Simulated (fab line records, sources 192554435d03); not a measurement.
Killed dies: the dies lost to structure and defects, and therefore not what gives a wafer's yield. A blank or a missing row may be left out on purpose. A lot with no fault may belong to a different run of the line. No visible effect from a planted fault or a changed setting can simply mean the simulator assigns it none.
Chamber matching | flow n5-finfet | N5_BEOL_M7_ETCH_66 on rie-diel-02: 4 sister chambers
The step etches SOC in N2/H2, target depth 80 nm, overetch 16 nm, time 120 s. 8 wafers are shown with their chamber, then 10 later ones without.

== WAFERS PAIRED WITH THEIR CHAMBERS ==
wafer  | chamber | showerhead-plenum-p-Torr (Torr) | drypump-motor-current-A (A)
L080.6 | 3       | 2.71                            | 5.3
L083.2 | 0       | 2.52                            | 6.0
L083.3 | 1       | 2.65                            | 5.8
L086.4 | 0       | 2.51                            | 6.0
L086.5 | 3       | 2.71                            | 5.4
L086.6 | 2       | 2.50                            | 5.7
L090.1 | 1       | 2.64                            | 5.9
L090.4 | 2       | 2.49                            | 5.7

== WAFERS WITHOUT THEIR CHAMBER ==
wafer  | showerhead-plenum-p-Torr (Torr) | drypump-motor-current-A (A)
L090.6 | 2.70                            | 5.4
L093.1 | 2.64                            | 5.8
L093.4 | 2.49                            | 5.6
L093.5 | 2.49                            | 5.7
L095.1 | 2.64                            | 5.9
L095.3 | 2.49                            | 5.7
L095.4 | 2.50                            | 6.0
L097.1 | 2.63                            | 5.8
L097.2 | 2.49                            | 5.7
L097.5 | 2.50                            | 6.0

== WHICH CHAMBER EACH ONE RAN IN ==
wafer  | from the rows above | in truth
L090.6 | 3                   | 3
L093.1 | 1                   | 1
L093.4 | 2                   | 2
L093.5 | 2                   | 2
L095.1 | 1                   | 1
L095.3 | 2                   | 2
L095.4 | 0                   | 0
L097.1 | 1                   | 1
L097.2 | 2                   | 2
L097.5 | 0                   | 0
10 of 10 placed correctly. Can't be placed from these rows: 0. Number placed wrongly: 0.
How it was worked out, from the rows above alone: a wafer's distance from a chamber is the root of the sum, over the readings, of the square of ((its reading less the chamber's mean) divided by the reading's scatter). The wafer belongs to the nearest chamber; if the next one is less than 2 further off, it can't be placed. The mean given for a chamber averages the wafers shown for that chamber. The scatter: take each reading less its chamber's mean, square it, sum over the shown wafers, divide by the number of wafers less the number of chambers, and take the root.
